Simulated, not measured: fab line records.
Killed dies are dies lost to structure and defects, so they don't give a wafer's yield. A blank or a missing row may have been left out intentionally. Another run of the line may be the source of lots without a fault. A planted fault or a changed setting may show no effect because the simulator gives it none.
Matching of chambers :: flow nand_harc :: 4 sister chambers for NHARC_A_CHANNEL_HOLE_D1_ETCH_38 on rie_diel-03
The step etches the open film in CF4, target depth 39 nm, time 65 s. 20 wafers are shown with their chamber, then 10 later ones without.

EACH WAFER AND ITS CHAMBER
wafer: L077.2
chamber: 1
drypump_motor_current_A (A): 5.9
oes_product_au (a.u.): 1.005
rf_vpp_V (V): 153.9

wafer: L077.4
chamber: 3
drypump_motor_current_A (A): 5.5
oes_product_au (a.u.): 0.994
rf_vpp_V (V): 149.7

wafer: L077.5
chamber: 1
drypump_motor_current_A (A): 6.0
oes_product_au (a.u.): 0.991
rf_vpp_V (V): 151.9

wafer: L080.2
chamber: 2
drypump_motor_current_A (A): 5.4
oes_product_au (a.u.): 1.000
rf_vpp_V (V): 152.8

wafer: L080.5
chamber: 2
drypump_motor_current_A (A): 5.4
oes_product_au (a.u.): 1.000
rf_vpp_V (V): 152.9

wafer: L080.6
chamber: 1
drypump_motor_current_A (A): 6.0
oes_product_au (a.u.): 1.004
rf_vpp_V (V): 153.1

wafer: L083.1
chamber: 0
drypump_motor_current_A (A): 5.9
oes_product_au (a.u.): 0.988
rf_vpp_V (V): 149.5

wafer: L083.2
chamber: 1
drypump_motor_current_A (A): 6.0
oes_product_au (a.u.): 0.978
rf_vpp_V (V): 151.2

wafer: L083.3
chamber: 2
drypump_motor_current_A (A): 5.3
oes_product_au (a.u.): 0.997
rf_vpp_V (V): 151.9

wafer: L085.1
chamber: 0
drypump_motor_current_A (A): 5.9
oes_product_au (a.u.): 0.994
rf_vpp_V (V): 150.4

wafer: L085.3
chamber: 3
drypump_motor_current_A (A): 5.5
oes_product_au (a.u.): 0.994
rf_vpp_V (V): 154.3

wafer: L085.6
chamber: 3
drypump_motor_current_A (A): 5.5
oes_product_au (a.u.): 0.987
rf_vpp_V (V): 151.7

wafer: L089.3
chamber: 1
drypump_motor_current_A (A): 5.9
oes_product_au (a.u.): 0.987
rf_vpp_V (V): 151.6

wafer: L089.5
chamber: 1
drypump_motor_current_A (A): 5.9
oes_product_au (a.u.): 0.995
rf_vpp_V (V): 153.2

wafer: L089.6
chamber: 2
drypump_motor_current_A (A): 5.3
oes_product_au (a.u.): 1.008
rf_vpp_V (V): 152.8

wafer: L088.1
chamber: 1
drypump_motor_current_A (A): 6.0
oes_product_au (a.u.): 0.979
rf_vpp_V (V): 153.0

wafer: L088.3
chamber: 3
drypump_motor_current_A (A): 5.5
oes_product_au (a.u.): 0.980
rf_vpp_V (V): 150.7

wafer: L088.6
chamber: 0
drypump_motor_current_A (A): 5.9
oes_product_au (a.u.): 0.992
rf_vpp_V (V): 152.3

wafer: L090.1
chamber: 0
drypump_motor_current_A (A): 5.9
oes_product_au (a.u.): 0.991
rf_vpp_V (V): 150.8

wafer: L090.3
chamber: 3
drypump_motor_current_A (A): 5.5
oes_product_au (a.u.): 0.990
rf_vpp_V (V): 152.7

SIGNATURES (averages over the wafers above)
reading: drypump_motor_current_A
chamber 0: 5.900
chamber 1: 5.957
chamber 2: 5.350
chamber 3: 5.500
scatter within a chamber: 0.0412

reading: oes_product_au
chamber 0: 0.99125
chamber 1: 0.99129
chamber 2: 1.00125
chamber 3: 0.98900
scatter within a chamber: 0.00763

reading: rf_vpp_V
chamber 0: 150.750
chamber 1: 152.557
chamber 2: 152.600
chamber 3: 151.820
scatter within a chamber: 1.21
Rule: for each reading, subtract the chamber's mean from the wafer's reading, divide by that reading's scatter and square the result; add these up over the readings and take the root, which gives the wafer's distance from the chamber. The wafer belongs to the nearest chamber; if the next one is less than 2 further off, it can't be placed. The scatter is the square root of a quotient: the sum, over the shown wafers, of each reading's squared deviation from its chamber's mean, divided by wafers minus chambers.

WAFERS WITH NO CHAMBER GIVEN
wafer: L090.6
drypump_motor_current_A (A): 5.9
oes_product_au (a.u.): 0.988
rf_vpp_V (V): 153.2

wafer: L094.1
drypump_motor_current_A (A): 5.4
oes_product_au (a.u.): 0.992
rf_vpp_V (V): 152.2

wafer: L094.3
drypump_motor_current_A (A): 5.5
oes_product_au (a.u.): 0.998
rf_vpp_V (V): 151.7

wafer: L094.5
drypump_motor_current_A (A): 5.6
oes_product_au (a.u.): 0.977
rf_vpp_V (V): 151.0

wafer: L096.1
drypump_motor_current_A (A): 5.5
oes_product_au (a.u.): 0.989
rf_vpp_V (V): 152.6

wafer: L096.5
drypump_motor_current_A (A): 5.9
oes_product_au (a.u.): 0.988
rf_vpp_V (V): 149.9

wafer: L096.6
drypump_motor_current_A (A): 5.5
oes_product_au (a.u.): 0.993
rf_vpp_V (V): 153.1

wafer: L097.2
drypump_motor_current_A (A): 5.9
oes_product_au (a.u.): 0.979
rf_vpp_V (V): 153.1

wafer: L097.3
drypump_motor_current_A (A): 5.5
oes_product_au (a.u.): 0.983
rf_vpp_V (V): 150.8

wafer: L097.5
drypump_motor_current_A (A): 5.9
oes_product_au (a.u.): 0.982
rf_vpp_V (V): 152.0

WHICH CHAMBER EACH ONE RAN IN
wafer: L090.6
from the rows above: can't be placed: 1 or 0
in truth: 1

wafer: L094.1
from the rows above: can't be placed: 2 or 3
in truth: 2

wafer: L094.3
from the rows above: 3
in truth: 3

wafer: L094.5
from the rows above: 3
in truth: 3

wafer: L096.1
from the rows above: 3
in truth: 3

wafer: L096.5
from the rows above: can't be placed: 0 or 1
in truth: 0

wafer: L096.6
from the rows above: 3
in truth: 3

wafer: L097.2
from the rows above: can't be placed: 1 or 0
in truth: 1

wafer: L097.3
from the rows above: 3
in truth: 3

wafer: L097.5
from the rows above: can't be placed: 0 or 1
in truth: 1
Correct placement for 5 of the 10. These rows do not allow placing 5 (true chamber among the candidates in 5). Placed wrongly: 0.
